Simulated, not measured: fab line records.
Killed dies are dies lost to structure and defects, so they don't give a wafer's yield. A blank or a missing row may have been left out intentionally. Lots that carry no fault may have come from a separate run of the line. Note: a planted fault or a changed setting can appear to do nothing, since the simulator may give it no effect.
Which of the tools did it? || flow nandHarc || 24 lots, 72 wafers sampled, at 2 steps of a route of 1159

== WHAT EACH GAUGE READ, for each wafer ==
NHARC_A_BLC_CD_MEAS_10: the cd target is 100 nm. Usual: cdNm at 99.9 nm, with a standard deviation of 0.5.
{"lot": "L074", "measured": "day 17 02:20", "on": "cdSem-03", "cdNm (nm)": "101.3 100.3 100.5", "flag": ""}
{"lot": "L075", "measured": "day 17 12:49", "on": "cdSem-02", "cdNm (nm)": "100.8 100.6 100.2", "flag": ""}
{"lot": "L077", "measured": "day 17 15:51", "on": "cdSem-03", "cdNm (nm)": "99.8 100.0 99.8", "flag": ""}
{"lot": "L076", "measured": "day 17 16:28", "on": "cdSem-03", "cdNm (nm)": "100.5 99.3 100.5", "flag": ""}
{"lot": "L078", "measured": "day 18 04:33", "on": "cdSem-02", "cdNm (nm)": "99.6 100.1 100.1", "flag": ""}
{"lot": "L079", "measured": "day 18 15:35", "on": "cdSem-02", "cdNm (nm)": "99.9 99.8 99.7", "flag": ""}
{"lot": "L081", "measured": "day 19 15:07", "on": "cdSem-01", "cdNm (nm)": "100.8 100.5 100.3", "flag": ""}
{"lot": "L083", "measured": "day 19 16:20", "on": "cdSem-02", "cdNm (nm)": "100.6 100.6 99.6", "flag": ""}
{"lot": "L080", "measured": "day 19 17:46", "on": "cdSem-01", "cdNm (nm)": "100.8 99.8 100.5", "flag": ""}
{"lot": "L082", "measured": "day 20 00:29", "on": "cdSem-02", "cdNm (nm)": "99.1 99.7 100.0", "flag": ""}
{"lot": "L084", "measured": "day 20 01:21", "on": "cdSem-03", "cdNm (nm)": "100.1 99.8 99.7", "flag": ""}
{"lot": "L088", "measured": "day 20 06:02", "on": "cdSem-03", "cdNm (nm)": "99.0 99.4 100.0", "flag": ""}
{"lot": "L085", "measured": "day 20 19:37", "on": "cdSem-02", "cdNm (nm)": "100.1 99.7 100.3", "flag": ""}
{"lot": "L087", "measured": "day 20 20:13", "on": "cdSem-01", "cdNm (nm)": "99.4 100.1 100.3", "flag": ""}
{"lot": "L086", "measured": "day 20 22:07", "on": "cdSem-03", "cdNm (nm)": "99.5 100.0 99.7", "flag": ""}
{"lot": "L090", "measured": "day 21 02:29", "on": "cdSem-02", "cdNm (nm)": "99.7 100.8 100.3", "flag": ""}
{"lot": "L089", "measured": "day 21 13:19", "on": "cdSem-02", "cdNm (nm)": "99.4 99.8 99.6", "flag": ""}
{"lot": "L093", "measured": "day 21 21:46", "on": "cdSem-03", "cdNm (nm)": "99.0 99.0 99.6", "flag": ""}
{"lot": "L092", "measured": "day 22 02:52", "on": "cdSem-03", "cdNm (nm)": "100.3 99.7 99.6", "flag": ""}
{"lot": "L091", "measured": "day 22 03:49", "on": "cdSem-02", "cdNm (nm)": "100.9 101.0 100.5", "flag": ""}
{"lot": "L095", "measured": "day 22 15:16", "on": "cdSem-01", "cdNm (nm)": "99.5 101.0 100.3", "flag": ""}
{"lot": "L097", "measured": "day 22 20:15", "on": "cdSem-03", "cdNm (nm)": "99.4 99.2 99.2", "flag": ""}
{"lot": "L094", "measured": "day 22 23:02", "on": "cdSem-03", "cdNm (nm)": "99.7 99.5 100.1", "flag": ""}
{"lot": "L096", "measured": "day 23 09:52", "on": "cdSem-03", "cdNm (nm)": "99.5 99.0 100.0", "flag": ""}

NHARC_A_BLC_CD_MEAS_19. Usual: cdNm at 99.9 nm, with a standard deviation of 1.3.
{"lot": "L074", "measured": "day 17 03:29", "on": "cdSem-03", "cdNm (nm)": "100.4 99.7 99.9", "flag": ""}
{"lot": "L075", "measured": "day 17 13:58", "on": "cdSem-02", "cdNm (nm)": "100.6 101.0 99.8", "flag": ""}
{"lot": "L077", "measured": "day 17 17:08", "on": "cdSem-01", "cdNm (nm)": "98.9 98.6 100.3", "flag": ""}
{"lot": "L076", "measured": "day 17 17:46", "on": "cdSem-01", "cdNm (nm)": "100.5 100.3 100.5", "flag": ""}
{"lot": "L078", "measured": "day 18 05:43", "on": "cdSem-03", "cdNm (nm)": "100.4 99.8 100.2", "flag": ""}
{"lot": "L079", "measured": "day 18 16:45", "on": "cdSem-01", "cdNm (nm)": "99.4 99.2 98.4", "flag": ""}
{"lot": "L081", "measured": "day 19 16:16", "on": "cdSem-01", "cdNm (nm)": "100.6 96.9 101.0", "flag": ""}
{"lot": "L083", "measured": "day 19 17:29", "on": "cdSem-03", "cdNm (nm)": "99.3 99.8 99.1", "flag": ""}
{"lot": "L080", "measured": "day 19 18:55", "on": "cdSem-02", "cdNm (nm)": "100.9 101.9 101.4", "flag": ""}
{"lot": "L082", "measured": "day 20 01:42", "on": "cdSem-01", "cdNm (nm)": "99.7 99.4 101.0", "flag": ""}
{"lot": "L084", "measured": "day 20 02:31", "on": "cdSem-02", "cdNm (nm)": "100.8 98.9 99.9", "flag": ""}
{"lot": "L088", "measured": "day 20 07:11", "on": "cdSem-03", "cdNm (nm)": "100.3 101.9 101.3", "flag": ""}
{"lot": "L085", "measured": "day 20 20:47", "on": "cdSem-01", "cdNm (nm)": "100.5 98.9 100.4", "flag": ""}
{"lot": "L087", "measured": "day 20 21:22", "on": "cdSem-03", "cdNm (nm)": "99.5 100.2 99.9", "flag": ""}
{"lot": "L086", "measured": "day 20 23:16", "on": "cdSem-01", "cdNm (nm)": "100.6 101.1 99.7", "flag": ""}
{"lot": "L090", "measured": "day 21 03:38", "on": "cdSem-02", "cdNm (nm)": "98.7 100.3 99.2", "flag": ""}
{"lot": "L089", "measured": "day 21 14:28", "on": "cdSem-03", "cdNm (nm)": "101.0 99.9 101.8", "flag": ""}
{"lot": "L093", "measured": "day 21 22:55", "on": "cdSem-01", "cdNm (nm)": "96.6 98.2 99.6", "flag": ""}
{"lot": "L092", "measured": "day 22 04:01", "on": "cdSem-03", "cdNm (nm)": "99.5 100.8 98.4", "flag": ""}
{"lot": "L091", "measured": "day 22 04:58", "on": "cdSem-03", "cdNm (nm)": "100.2 103.4 98.7", "flag": ""}
{"lot": "L095", "measured": "day 22 16:25", "on": "cdSem-01", "cdNm (nm)": "99.1 99.8 99.7", "flag": ""}
{"lot": "L097", "measured": "day 22 21:25", "on": "cdSem-02", "cdNm (nm)": "100.0 99.2 100.1", "flag": ""}
{"lot": "L094", "measured": "day 23 00:12", "on": "cdSem-02", "cdNm (nm)": "99.7 101.3 101.7", "flag": ""}
{"lot": "L096", "measured": "day 23 11:01", "on": "cdSem-03", "cdNm (nm)": "98.3 99.2 98.3", "flag": ""}

== WHAT TOOL EACH LOT RAN ON (gives the tool, then ch and the chambers of the sampled wafers, and finally the start) ==
Before these readings, the record contains no process step.

== AS READ BY THE TOOLS THEMSELVES (means over the sampled wafers that have a number; for cases with no such wafer, the mark the record gives instead) ==
The record holds no such reading with a usual standard deviation.

== THE ANSWER, worked out from the rows above alone ==
Rule: a lot is off if the mean of its wafers that have a number lies more than 3 standard deviations from the usual mean. A lot without any number at a reading at which 4 lots or more have one is off too. Any other lot the step has rows for is counted as sound. The gauges are gone through in route order, then the tools' own readings, and for those a lot's mean is taken as printed above. At the first step where some lot is off, the reading lying furthest off is the one used; lots without a number count as furthest.
No lot is off at any reading shown: from this, nothing can be told.

== WHAT HAD BEEN PUT IN BY THE SIMULATOR ==
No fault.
